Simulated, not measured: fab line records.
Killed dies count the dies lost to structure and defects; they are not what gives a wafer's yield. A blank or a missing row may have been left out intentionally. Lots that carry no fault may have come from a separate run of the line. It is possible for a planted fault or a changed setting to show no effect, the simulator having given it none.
Split-lot experiment	flow n5_finfet	21 wafers read from 7 lots, route of 1938 steps

== ON THE SPLIT ==
At N5_MOL_CONTACT_COAG_DESCUM_45 (chemistry O2, time 7 s), the setting time_s was moved away from the recipe's 7 s on 7 of the 21 wafers read, by -22.3% to +15.3%. All remaining wafers had this setting at the recipe value.

== FROM THE SPLIT TO THE READING: what the file shows between them, 3 steps ==
- N5_MOL_CONTACT_COAG_ETCH_65: etches underlayer in N2/H2, target depth 13 nm, time 10.4 s
- N5_MOL_CONTACT_COAG_ETCH_66: etches SiARC in CF4, target depth 13 nm, time 21.7 s
- N5_MOL_CONTACT_COAG_ALD_133: deposits SiO2, target thk 5 nm, pulse time 1 s, co reactant pulse time 1 s

== THE READING ==
CAR-EUV_of_MOL_CONTACT_COAG_COAT_34.thk_nm (the simulator's own value, which no gauge read), in nm, at N5_MOL_CONTACT_COAG_ETCHBACK_134 (etches SiO2 in CHF3, target depth 10 nm, time 6.7 s). No usual value for it is given in the file. The 14 wafers here that ran the recipe average 15.4 nm, standard deviation 0.19 nm.

wafer	tool, chamber at the split	time_s as run, s	against the recipe	CAR-EUV_of_MOL_CONTACT_COAG_COAT_34.thk_nm, nm	against lot-mates on the recipe
L075.1	rie_diel-02, 2,0	7	recipe	15.4	-
L075.3	rie_diel-02, 2,0	7	recipe	15.2	-
L075.5	rie_diel-02, 1	5.436	-22.3%	16.4	+1.1
L081.1	rie_diel-04, 1,3,3	7	recipe	15.4	-
L081.2	rie_diel-04, 1,3,3	7	recipe	15.2	-
L081.5	rie_diel-04, 1,3,3	7	recipe	15.2	-
L085.1	rie_diel-02, 0	7	recipe	15.4	-
L085.2	rie_diel-02, 2	8.068	+15.3%	14.8	-0.6
L085.5	rie_diel-02, 3	8.068	+15.3%	14.6	-0.8
L086.2	rie_diel-02, 1,2,1	7	recipe	15.6	-
L086.5	rie_diel-02, 1,2,1	7	recipe	15.6	-
L086.3	rie_diel-02, 1,2,1	7	recipe	15.4	-
L090.1	rie_diel-02, 2	7	recipe	15.2	-
L090.3	rie_diel-02, 0	7	recipe	15.2	-
L090.5	rie_diel-02, 2	6.075	-13.2%	15.6	+0.4
L093.2	rie_diel-03, 2,3	5.502	-21.4%	16.4	+0.6
L093.6	rie_diel-03, 2,3	5.502	-21.4%	16.4	+0.6
L093.4	rie_diel-03, 3	7	recipe	15.8	-
L096.1	rie_diel-04, 3	6.265	-10.5%	15.6	+0.1
L096.2	rie_diel-04, 0,1	7	recipe	15.4	-
L096.3	rie_diel-04, 0,1	7	recipe	15.6	-
When a row names more than one chamber, that row covers several wafers, and the file does not tell which wafer ran in which chamber.

THE FIT
A straight line over all 21 wafers: CAR-EUV_of_MOL_CONTACT_COAG_COAT_34.thk_nm changes by -0.0428 nm for each +1% of time_s; r = -0.92; the points scatter about the line by 0.19 nm.
The same after taking each lot's own level away (the mean of its wafers on the recipe; 21 wafers): -0.037 nm for each +1%; r = -0.94; scatter 0.14 nm.
The reading moves by 0.83 nm for the largest change in time_s, on that fit.
Across the lots, their own levels run from 15.20 to 15.80 nm, a range of 3.2 times the standard deviation given above.
So the slope is not independent of the lot-to-lot level: the two fits are not the same.
Check: with one of the wafers moved furthest among these (-22.3%) left out of the fit, the line predicts +0.693 nm for it against its lot-mates. It came out at +1.1 nm against them.

== THE WHOLE CHAIN: every reading that the file lists as answering this split, in the file's order ==
step	what it does	reading	change (the file's fit)	r (the file's)
N5_MOL_CONTACT_COAG_DESCUM_45	chemistry O2, time 7 s	CAR-EUV_of_MOL_CONTACT_COAG_COAT_34.thk_nm (the simulator's own value, which no gauge read)	-0.0322 nm for each +1% of the setting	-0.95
N5_MOL_CONTACT_COAG_ETCH_65	etches underlayer in N2/H2, target depth 13 nm, time 10.4 s	CAR-EUV_of_MOL_CONTACT_COAG_COAT_34.thk_nm (the simulator's own value, which no gauge read)	-0.0362 nm for each +1% of the setting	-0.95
N5_MOL_CONTACT_COAG_ETCH_66	etches SiARC in CF4, target depth 13 nm, time 21.7 s	CAR-EUV_of_MOL_CONTACT_COAG_COAT_34.thk_nm (the simulator's own value, which no gauge read)	-0.0333 nm for each +1% of the setting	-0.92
N5_MOL_CONTACT_COAG_ETCHBACK_134	etches SiO2 in CHF3, target depth 10 nm, time 6.7 s	CAR-EUV_of_MOL_CONTACT_COAG_COAT_34.thk_nm (the simulator's own value, which no gauge read)	-0.0369 nm for each +1% of the setting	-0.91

== THE FILE'S OWN FIT ==
CAR-EUV_of_MOL_CONTACT_COAG_COAT_34.thk_nm changes by -0.0369 nm for each +1% of time_s, r = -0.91.
